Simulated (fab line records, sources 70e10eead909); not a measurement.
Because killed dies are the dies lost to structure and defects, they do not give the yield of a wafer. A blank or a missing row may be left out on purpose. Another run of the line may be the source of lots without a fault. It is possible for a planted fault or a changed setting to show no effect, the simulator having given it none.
A single fault, viewed from 2 desks / flow nand_harc / what lay behind the numbers comes last; until then each desk has only its own

== THE METROLOGY DESK ==
What the gauges read, lot by lot, whatever tool the lot ran on: means of the sampled wafers that have a number. If a lot's mean is further than 4 standard deviations from the usual mean, the lot is out of limits and carries the mark OUT (the distance appears in the brackets).
Columns: A = cd_nm at NHARC_P_GATE_CD_MEAS_11, usual 1640.5 nm
lot=L434; first seen here=day 4 03:40; A=1640.4
lot=L435; first seen here=day 4 08:43; A=1640.4
lot=L438; first seen here=day 5 03:25; A=1641.1
lot=L440; first seen here=day 5 11:49; A=1639.9
lot=L442; first seen here=day 6 03:35; A=1639.9
lot=L444; first seen here=day 6 08:19; A=1640.0
lot=L445; first seen here=day 7 08:45; A=1641.3
lot=L446; first seen here=day 7 08:55; A=1640.5
lot=L447; first seen here=day 7 09:04; A=1642.8
lot=L448; first seen here=day 7 14:28; A=1640.5
lot=L450; first seen here=day 7 22:46; A=1641.6
lot=L449; first seen here=day 7 22:48; A=1638.7
lot=L451; first seen here=day 8 10:16; A=1639.8
This desk's finding: nothing out of limits on any of the 13 lots.

== THE DEFECT DESK ==
For each lot, the counts of the inspections along the route, averaged over the sampled wafers that have a number. If a lot's mean is further than 4 standard deviations from the usual mean, the lot is out of limits and carries the mark OUT (the distance appears in the brackets).
Columns: A = raw_defect_count at NHARC_P_STI_INSPECT_11, usual 5.6
lot=L434; first seen here=day 2 13:14; A=6.0
lot=L435; first seen here=day 2 20:01; A=5.3
lot=L438; first seen here=day 3 11:05; A=5.0
lot=L440; first seen here=day 3 23:51; A=3.3
lot=L442; first seen here=day 4 11:29; A=6.0
lot=L444; first seen here=day 4 23:28; A=5.7
lot=L446; first seen here=day 5 07:28; A=6.3
lot=L445; first seen here=day 5 07:38; A=6.0
lot=L447; first seen here=day 5 18:59; A=4.0
lot=L448; first seen here=day 6 00:58; A=1153.7 (+99 or more) OUT
lot=L449; first seen here=day 6 05:18; A=4.3
lot=L450; first seen here=day 6 11:06; A=1183.7 (+99 or more) OUT
lot=L451; first seen here=day 6 17:07; A=2.7
This desk finds L448, L450 out of limits, L448 being first, at day 6 00:58 (raw_defect_count at NHARC_P_STI_INSPECT_11). L434, L435, L438, L440, L442, L444, L446, L445, L447, L449, L451: within limits.

== PUT TOGETHER ==
The defect desk could have raised an alarm at day 6 00:58, on L448, L450.
From the metrology desk's view, nothing was out of limits.
The metrology desk has L448, L450 on record, within its limits.
All the named lots went through NHARC_P_STI_ETCH_26 on wet_bench-03.

== WHAT THE SIMULATOR HAD INSERTED ==
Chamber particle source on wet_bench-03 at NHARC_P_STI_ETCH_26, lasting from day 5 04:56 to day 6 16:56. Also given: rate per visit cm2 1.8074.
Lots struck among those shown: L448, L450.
Hours from the fault's start to each desk's first reading out of limits: the defect desk, 20.
